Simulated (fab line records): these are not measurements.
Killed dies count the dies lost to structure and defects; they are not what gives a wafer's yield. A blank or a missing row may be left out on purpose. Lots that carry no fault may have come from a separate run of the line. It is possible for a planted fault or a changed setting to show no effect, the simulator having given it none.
Shared-tool check / flow nand harc / Sampled: 4 lots, 12 wafers

== WHY IT WAS OPENED ==
Flagged at NHARC_END_SORT_01: reading killed at array, on 3 of 4 lots. Wafers without a fault read 62, standard deviation 16.
Rule: a lot is flagged when every wafer of it that has a number lies more than 4 standard deviations from that mean, or none has a number. All remaining lots are regarded as sound.

lot=L577; measured=day 26 01:53; on=prober-02; killed at array, wafer by wafer=32 32 35; flag=
lot=L579; measured=day 27 07:16; on=prober-02; killed at array, wafer by wafer=677 677 677; flag=FLAGGED
lot=L580; measured=day 28 01:11; on=prober-01; killed at array, wafer by wafer=676 675 676; flag=FLAGGED
lot=L582; measured=day 28 02:01; on=prober-02; killed at array, wafer by wafer=677 675 677; flag=FLAGGED
The numbers of the flagged lots are 676 on average: +614 against the usual, or +38 standard deviations.

== TOOL THAT RAN EACH LOT ==
The record holds 4 process steps before the reading, out of a route of 1302 steps. In each cell: the tool, then ch and the chambers that the sampled wafers went through, then the start.
lot=L577; flag=; NHARC_A_STAIRCASE_HM_DEP_456=acl dep-03 ch 0, day 18 05:47; NHARC_A_STAIRCASE_HM_DEP_459=acl dep-03 ch 0, day 18 11:55; NHARC_A_STAIRCASE_ETCH_292=rie diel-02 ch 1,3, day 18 14:41; NHARC_A_STAIRCASE_HM_OPEN_460=rie diel-02 ch 1,3, day 26 01:53 or earlier
lot=L579; flag=FLAGGED; NHARC_A_STAIRCASE_HM_DEP_456=acl dep-01 ch 0, day 19 00:30; NHARC_A_STAIRCASE_HM_DEP_459=acl dep-01, day 19 08:25; NHARC_A_STAIRCASE_ETCH_292=rie diel-04 ch 0,2, day 19 11:22; NHARC_A_STAIRCASE_HM_OPEN_460=rie diel-04 ch 1,3, day 27 07:16 or earlier
lot=L580; flag=FLAGGED; NHARC_A_STAIRCASE_HM_DEP_456=acl dep-03 ch 0, day 19 12:55; NHARC_A_STAIRCASE_HM_DEP_459=acl dep-01, day 19 20:53; NHARC_A_STAIRCASE_ETCH_292=rie diel-11 ch 0,2,3, day 19 23:58; NHARC_A_STAIRCASE_HM_OPEN_460=rie diel-11 ch 0,1,2, day 28 01:11 or earlier
lot=L582; flag=FLAGGED; NHARC_A_STAIRCASE_HM_DEP_456=acl dep-03 ch 0, day 20 11:32; NHARC_A_STAIRCASE_HM_DEP_459=acl dep-03, day 20 17:29; NHARC_A_STAIRCASE_ETCH_292=rie diel-04 ch 0,2,3, day 20 20:07; NHARC_A_STAIRCASE_HM_OPEN_460=rie diel-04 ch 0,1,3, day 28 02:01 or earlier
What the steps here do:
- NHARC_A_STAIRCASE_HM_DEP_456: deposits aC, target thk 3100 nm.
- NHARC_A_STAIRCASE_HM_DEP_459: deposits aC, target thk 1500 nm.
- NHARC_A_STAIRCASE_ETCH_292: etches the open film in CF4/CHF3.
- NHARC_A_STAIRCASE_HM_OPEN_460: chemistry O2/COS.
- NHARC_END_SORT_01

== FLAGGED OVER TOTAL, TOOL BY TOOL (the gauges that took the reading come last) ==
step=NHARC_A_STAIRCASE_HM_DEP_456; tool=acl dep-01; lots run=1; flagged=1; share of the flagged lots=some; sound lots run after its first flagged lot=0
step=NHARC_A_STAIRCASE_HM_DEP_456; tool=acl dep-03; lots run=3; flagged=2; share of the flagged lots=some; sound lots run after its first flagged lot=0
step=NHARC_A_STAIRCASE_HM_DEP_459; tool=acl dep-01; lots run=2; flagged=2; share of the flagged lots=some; sound lots run after its first flagged lot=0
step=NHARC_A_STAIRCASE_HM_DEP_459; tool=acl dep-03; lots run=2; flagged=1; share of the flagged lots=some; sound lots run after its first flagged lot=0
step=NHARC_A_STAIRCASE_ETCH_292; tool=rie diel-02; lots run=1; flagged=0; share of the flagged lots=none; sound lots run after its first flagged lot=-
step=NHARC_A_STAIRCASE_ETCH_292; tool=rie diel-04; lots run=2; flagged=2; share of the flagged lots=some; sound lots run after its first flagged lot=0
step=NHARC_A_STAIRCASE_ETCH_292; tool=rie diel-11; lots run=1; flagged=1; share of the flagged lots=some; sound lots run after its first flagged lot=0
step=NHARC_A_STAIRCASE_HM_OPEN_460; tool=rie diel-02; lots run=1; flagged=0; share of the flagged lots=none; sound lots run after its first flagged lot=-
step=NHARC_A_STAIRCASE_HM_OPEN_460; tool=rie diel-04; lots run=2; flagged=2; share of the flagged lots=some; sound lots run after its first flagged lot=0
step=NHARC_A_STAIRCASE_HM_OPEN_460; tool=rie diel-11; lots run=1; flagged=1; share of the flagged lots=some; sound lots run after its first flagged lot=0
step=NHARC_END_SORT_01; tool=prober-01; lots run=1; flagged=1; share of the flagged lots=some; sound lots run after its first flagged lot=0
step=NHARC_END_SORT_01; tool=prober-02; lots run=3; flagged=2; share of the flagged lots=some; sound lots run after its first flagged lot=0
Because NHARC_A_STAIRCASE_HM_OPEN_460 lacks a start for some lots, the hours and order of its lots are taken from NHARC_END_SORT_01.

== WHAT IS ALLOWED BY THE TABLE ==
No row of the table ran every flagged lot.

== WHAT HAD BEEN PUT IN BY THE SIMULATOR ==
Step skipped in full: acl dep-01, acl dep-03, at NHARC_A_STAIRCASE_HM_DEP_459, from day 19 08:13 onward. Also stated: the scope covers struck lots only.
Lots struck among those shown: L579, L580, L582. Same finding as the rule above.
